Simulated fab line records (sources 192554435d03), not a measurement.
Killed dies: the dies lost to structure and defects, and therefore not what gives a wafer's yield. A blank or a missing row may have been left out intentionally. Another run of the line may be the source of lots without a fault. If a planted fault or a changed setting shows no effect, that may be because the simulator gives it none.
2 desks, one fault / flow n5-finfet / numbers are kept per desk, each desk with only its own; the story behind them comes last

== THE METROLOGY DESK ==
What the gauges read for every lot (on any tool): the sampled wafers with a number, averaged. Marked OUT: a lot whose mean sits more than 4 standard deviations from the usual mean, which makes it out of limits; the brackets give that distance. Readings shown: 7 of its 11, picked as those furthest out on some lot.
Columns: A = DIBL_N at N5_BEOL_M4_RC_MEAS_101, usual 36.5 mV/V; B = DIBL_P at N5_BEOL_M4_RC_MEAS_101, usual 36.6 mV/V; C = IOFF_N at N5_BEOL_M4_RC_MEAS_101, usual 0.167 nA/um; D = IOFF_P at N5_BEOL_M4_RC_MEAS_101, usual 0.21 nA/um; E = ION_N at N5_BEOL_M4_RC_MEAS_101, usual 674 uA/um; F = ION_P at N5_BEOL_M4_RC_MEAS_101, usual 460 uA/um; G = SS_P at N5_BEOL_M4_RC_MEAS_101, usual 73.4 mV/dec
lot=L103; first seen here=day 7 20:03; A=35.6; B=36.5; C=0.157; D=0.18; E=671; F=452; G=73.4
lot=L102; first seen here=day 8 10:10; A=34.4; B=33.0; C=0.142; D=0.20; E=681; F=470; G=72.8
lot=L104; first seen here=day 8 10:22; A=36.3; B=36.4; C=0.169; D=0.21; E=665; F=454; G=74.1
lot=L105; first seen here=day 8 13:14; A=35.6; B=36.1; C=0.146; D=0.21; E=673; F=465; G=73.1
lot=L108; first seen here=day 9 12:04; A=36.1; B=36.9; C=0.187; D=0.22; E=685; F=467; G=73.3
lot=L114; first seen here=day 11 02:14; A=38.0; B=38.3; C=0.193; D=0.20; E=679; F=457; G=74.0
lot=L116; first seen here=day 12 00:16; A=39.2; B=40.3; C=0.215; D=0.29; E=685; F=469; G=74.0
lot=L121; first seen here=day 12 22:46; A=35.8; B=35.2; C=0.146; D=0.17; E=676; F=458; G=72.7
lot=L120; first seen here=day 13 01:51; A=39.4; B=41.1; C=0.228; D=0.29; E=703; F=481; G=74.9
lot=L123; first seen here=day 13 07:11; A=35.1; B=36.0; C=0.157; D=0.23; E=676; F=466; G=72.9
lot=L125; first seen here=day 13 20:43; A=35.7; B=35.4; C=0.146; D=0.20; E=661; F=454; G=72.3
This desk found nothing out of limits on any of the 11 lots.

== THE TOOL OWNER'S DESK: pecvd-04 ==
The tool's own readings at N5_BEOL_M0_SAQP_PECVD_97 (deposits SiNx from SiH4/NH3/N2, target thk 23 nm, time 19.9 s): means of the sampled wafers that have a number, for each lot that ran on this tool. Marked OUT: a lot whose mean sits more than 4 standard deviations from the usual mean, which makes it out of limits; the brackets give that distance.
Columns: A = chamber-pressure-Torr at N5_BEOL_M0_SAQP_PECVD_97, usual 1.500 Torr; B = heater-power-w at N5_BEOL_M0_SAQP_PECVD_97, usual 515 W; C = showerhead-plenum-p-Torr at N5_BEOL_M0_SAQP_PECVD_97, usual 5.15 Torr; D = throttle-valve-pct at N5_BEOL_M0_SAQP_PECVD_97, usual 39.3 %
lot=L102; first seen here=day 5 17:13; A=1.502; B=513; C=5.09; D=38.9
lot=L104; first seen here=day 5 21:16; A=1.503; B=474; C=5.18; D=40.1
lot=L105; first seen here=day 6 04:17; A=1.501; B=538; C=5.09; D=39.5
lot=L108; first seen here=day 6 22:10; A=1.502; B=533; C=5.17; D=40.2
lot=L114; first seen here=day 8 22:59; A=1.498; B=520; C=5.01; D=38.5
lot=L116; first seen here=day 9 20:43; A=1.502; B=554; C=5.14; D=40.5
lot=L120; first seen here=day 10 03:19; A=1.501; B=498; C=5.13; D=40.7
lot=L123; first seen here=day 11 01:22; A=1.502; B=499; C=5.02; D=39.1
This desk found nothing out of limits on any of the 8 lots.

== BROUGHT TOGETHER ==
Metrology desk: nothing out of limits seen.
Nothing out of limits was seen by the tool owner's desk.

== WHAT THE SIMULATOR PUT IN ==
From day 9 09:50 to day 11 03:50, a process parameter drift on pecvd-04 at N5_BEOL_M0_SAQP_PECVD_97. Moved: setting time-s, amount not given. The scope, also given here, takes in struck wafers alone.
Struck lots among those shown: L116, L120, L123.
